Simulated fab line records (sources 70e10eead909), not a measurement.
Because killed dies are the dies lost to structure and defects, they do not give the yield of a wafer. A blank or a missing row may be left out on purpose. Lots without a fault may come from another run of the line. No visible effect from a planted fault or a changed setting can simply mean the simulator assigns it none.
Check of tool commonality ; flow nand-harc ; Sample size 15 lots and 54 wafers

WHY IT WAS OPENED
At NHARC_P_CONTACT_CD_MEAS_12 the reading cd-nm is flagged on 3 of 15 lots. Fault-free wafers read 90.7 nm, with a standard deviation of 0.62.
Rule: a lot is flagged in two cases, either no wafer of it has a number, or all its wafers with numbers fall more than 4 standard deviations from that mean. The other lots count as sound.

lot;measured;on;cd-nm (nm), wafer by wafer;flag
L137;day 6 05:37;cd-sem-03;90.8 90.3 90.8;
L139;day 6 22:59;cd-sem-02;91.6 91.3 91.6;
L140;day 7 17:09;cd-sem-03;91.0 90.8 90.6;
L141;day 8 01:00;cd-sem-01;90.9 90.6 91.2;
L143;day 8 17:08;cd-sem-02;90.6 91.0 90.3;
L142;day 8 20:01;cd-sem-02;90.2 90.3 90.9;
L145;day 9 17:40;cd-sem-01;90.9 90.9 91.5;
L148;day 10 19:07;cd-sem-02;90.8 90.7 90.6;
L151;day 12 04:31;cd-sem-03;74.7 75.1 74.5 74.3 75.0 74.4;FLAGGED
L152;day 12 15:56;cd-sem-02;79.2 79.0 79.5 79.0 78.9 79.4;FLAGGED
L155;day 13 19:36;cd-sem-03;80.5 80.6 80.6 80.7 80.8 80.8;FLAGGED
L156;day 14 06:59;cd-sem-02;89.5 89.7 89.9;
L157;day 14 12:26;cd-sem-02;91.1 91.7 91.5;
L158;day 15 07:38;cd-sem-03;90.1 91.0 90.5;
L159;day 15 14:05;cd-sem-02;91.0 91.2 91.4;
The numbers of the flagged lots are 78.2 nm on average: -12.5 nm against the usual, or -20 standard deviations.

EACH LOT AND THE TOOL IT RAN ON
The record holds 2 process steps before the reading, out of a route of 1302 steps. Cell contents, in order: the tool; ch with the chambers the sampled wafers went through; the start.
lot;flag;NHARC_P_GATE_DESCUM_93;NHARC_P_CONTACT_EXPOSE_09
L137;;rie-diel-11 ch 2,3, day 6 01:11;arfi-scanner-02 ch 0, day 6 05:28
L139;;rie-diel-02 ch 1,2,3, day 6 18:10;arfi-scanner-01 ch 0, day 6 22:52
L140;;rie-diel-06 ch 1,2,3, day 7 12:40;arfi-scanner-02 ch 0, day 7 17:01
L141;;rie-diel-11 ch 0,3, day 7 20:28;arfi-scanner-03 ch 0, day 8 00:52
L143;;rie-diel-11 ch 1,2, day 8 12:37;arfi-scanner-02 ch 0, day 8 16:59
L142;;rie-diel-06 ch 0,1,2, day 8 15:29;arfi-scanner-01 ch 0, day 8 19:52
L145;;rie-diel-06 ch 0,1,2, day 9 13:00;arfi-scanner-02 ch 0, day 9 17:32
L148;;rie-diel-02 ch 0,1,3, day 10 14:35;arfi-scanner-01 ch 0, day 10 18:58
L151;FLAGGED;rie-diel-06 ch 0,1,2, day 12 00:08;arfi-scanner-01 ch 0, day 12 04:23
L152;FLAGGED;rie-diel-06 ch 0,2,3, day 12 11:31;arfi-scanner-01 ch 0, day 12 15:49
L155;FLAGGED;rie-diel-11 ch 1,3, day 13 15:01;arfi-scanner-01 ch 0, day 13 19:28
L156;;rie-diel-11 ch 0,2, day 14 02:25;arfi-scanner-02 ch 0, day 14 06:50
L157;;rie-diel-02 ch 2,3, day 14 07:56;arfi-scanner-02 ch 0, day 14 12:17
L158;;rie-diel-11 ch 0,1,2, day 15 03:06;arfi-scanner-03 ch 0, day 15 07:29
L159;;rie-diel-02 ch 1,3, day 15 09:04;arfi-scanner-03 ch 0, day 15 13:57
What is done by these steps:
- NHARC_P_GATE_DESCUM_93: chemistry O2, time 3 s.
- NHARC_P_CONTACT_EXPOSE_09: exposes mask P CA, target cd 90 nm.
- NHARC_P_CONTACT_CD_MEAS_12: target cd 90 nm.

FLAGGED AGAINST TOTAL, ONE TOOL AT A TIME (gauges that did the reading follow at the end)
step;tool;lots run;flagged;share of the flagged lots;sound lots run after its first flagged lot
NHARC_P_GATE_DESCUM_93;rie-diel-02;4;0;none;-
NHARC_P_GATE_DESCUM_93;rie-diel-06;5;2;some;0
NHARC_P_GATE_DESCUM_93;rie-diel-11;6;1;some;2 (L156,L158)
NHARC_P_CONTACT_EXPOSE_09;arfi-scanner-01;6;3;all;0
NHARC_P_CONTACT_EXPOSE_09;arfi-scanner-02;6;0;none;-
NHARC_P_CONTACT_EXPOSE_09;arfi-scanner-03;3;0;none;-
NHARC_P_CONTACT_CD_MEAS_12;cd-sem-01;2;0;none;-
NHARC_P_CONTACT_CD_MEAS_12;cd-sem-02;8;1;some;3 (L156,L157,L159)
NHARC_P_CONTACT_CD_MEAS_12;cd-sem-03;5;2;some;1 (L158)

THE TABLE: WHAT IT ALLOWS
In the table, 1 row covers all flagged lots: arfi-scanner-01 at NHARC_P_CONTACT_EXPOSE_09.
- arfi-scanner-01 at NHARC_P_CONTACT_EXPOSE_09: 3 of its 6 lots flagged. A fault beginning between L148 (day 10 18:58), its last sound lot, and L151 (day 12 04:23), its first flagged one, fits the data. Its own readings (exposure-dose-mJ-cm2) fall more than 4 standard deviations out on all wafers of the flagged lots.
arfi-scanner-01 at NHARC_P_CONTACT_EXPOSE_09 is the single tool remaining.

WHAT THE SIMULATOR PUT IN
Process parameters drifting: arfi-scanner-01 at NHARC_P_CONTACT_EXPOSE_09, beginning at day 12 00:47. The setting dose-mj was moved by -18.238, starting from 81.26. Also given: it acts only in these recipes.
Struck lots among those shown: L151, L152, L155. This agrees with what the rule above found.
